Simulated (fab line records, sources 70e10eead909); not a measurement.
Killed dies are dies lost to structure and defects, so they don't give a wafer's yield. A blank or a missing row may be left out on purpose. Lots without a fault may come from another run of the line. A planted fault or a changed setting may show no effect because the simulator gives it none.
A struck lot beside a sound one | flow nand_harc | 13 steps out of a route of 1302
Sound: wafers L357.2, L357.3, L357.5. Struck: wafer L352.2. (L352.3, L352.6 of the same lot were not struck and are left out.) The cause comes at the end.
At each step with rows: each side's tool, then ch and its chambers, then its first start. Under that, the readings that differ: sound wafers | struck wafers | difference of the means | sigmas: that difference in standard deviations of wafers without a fault.
alike: readings whose means differ by less than 2 such deviations, and words and numbers that are the same on both sides. not compared: withheld readings, readings that some wafer has no value for, bounds like >300 that may hide the same value, and numbers for which the record gives no deviation and whose values overlap.
The two part at a step that has a row with sigmas, a row that says differs or no value, or rows on one side only. Numbers that don't overlap but have no deviation are shown without sigmas and don't part them. A reading that every wafer of one side lacks parts them only if that side has two wafers or more.

NHARC_A_SLIT_ETCH_26: etches the open film in C4F8/O2/Ar, time 90 s, target depth 400 nm.
  sound on har_etch-02 ch 0, day 26 15:50; struck on har_etch-02 ch 1, day 25 08:28
  alike: c4f8_flow_sccm, chamber_pressure_mTorr, drypump_motor_current_A, mfc_ar_sccm, showerhead_plenum_p_Torr, throttle_valve_pct
  not compared: rf_hours_counter_h
then, 1 step without rows for these wafers: NHARC_A_SLIT_STRIP_28 (strips in O2/COS).
NHARC_A_SLIT_ETCH_29: etches the open film in CF4/O2, target depth 100 nm, overetch 10 nm, time 55 s.
  sound on rie_diel-02 ch 0,1,2, day 26 16:43; struck on rie_diel-06 ch 3, day 25 09:22
  reading                        | sound                | struck | difference | sigmas
  chamber_pressure_mTorr (mTorr) | 30.008 29.964 29.979 | 30.035 | +0.051     | +2
  rf_vpp_V (V)                   | 195.2 198.8 195.2    | 198.9  | +2.5       | +2
  alike: drypump_motor_current_A, mfc_ar_sccm, oes_product_au, showerhead_plenum_p_Torr, throttle_valve_pct
  not compared: rf_hours_counter_h
NHARC_A_SLIT_STRIP_18: strips in O2.
  sound on rie_diel-02 ch 0,1; struck on rie_diel-06 ch 1
  alike: chamber_pressure_mTorr, drypump_motor_current_A, mfc_ar_sccm, oes_product_au, rf_vpp_V, showerhead_plenum_p_Torr, throttle_valve_pct
  not compared: rf_hours_counter_h
then, 2 steps without rows for these wafers: NHARC_A_SLIT_PRECLEAN_19 (cleans in SC1); NHARC_A_SLIT_SRD_20.
NHARC_A_SLIT_CD_MEAS_21:
  sound on cd_sem-02, day 26 17:15; struck on cd_sem-01, day 25 09:53
  alike: cd_nm
then, 3 steps without rows for these wafers: NHARC_A_SIN_REMOVE_WET_00 (chemistry H3PO4, time 15300 s); NHARC_A_SIN_REMOVE_PRECLEAN_01 (cleans in SC1); NHARC_A_SIN_REMOVE_SRD_02.
NHARC_A_SIN_REMOVE_INSPECT_04:
  sound on defect_inspect-01, day 26 23:53; struck on defect_inspect-01, day 25 16:27
  alike: raw_defect_count
NHARC_A_WL_FILL_ALD_00: deposits Al2O3, target thk 3 nm, pulse time 3 s, ald cycles 30.
  sound on ald_hk-03 ch 0,1,3, day 26 23:58; struck on ald_hk-01 ch 0, day 25 16:32
  reading    | sound    | struck | difference | sigmas
  ald_cycles | 30 30 30 | 42     | +12        |
  alike: heater_power_w, precursor_pulse_height_rel
  not compared: since_wet_clean_h
NHARC_A_WL_FILL_RTA_01: time 5 s.
  sound on rtp_anneal-01 ch 0, day 27 00:15; struck on rtp_anneal-02 ch 0, day 25 16:49
  reading            | sound          | struck | difference | sigmas
  lamp_power_pct (%) | 29.4 29.4 29.4 | 25.6   | -3.8       | -2
  alike: wafer_temp_C_max

WHERE THEY PART
First at NHARC_A_SLIT_ETCH_29; last, within this record, at NHARC_A_WL_FILL_RTA_01.

WHY: what the simulator had put in
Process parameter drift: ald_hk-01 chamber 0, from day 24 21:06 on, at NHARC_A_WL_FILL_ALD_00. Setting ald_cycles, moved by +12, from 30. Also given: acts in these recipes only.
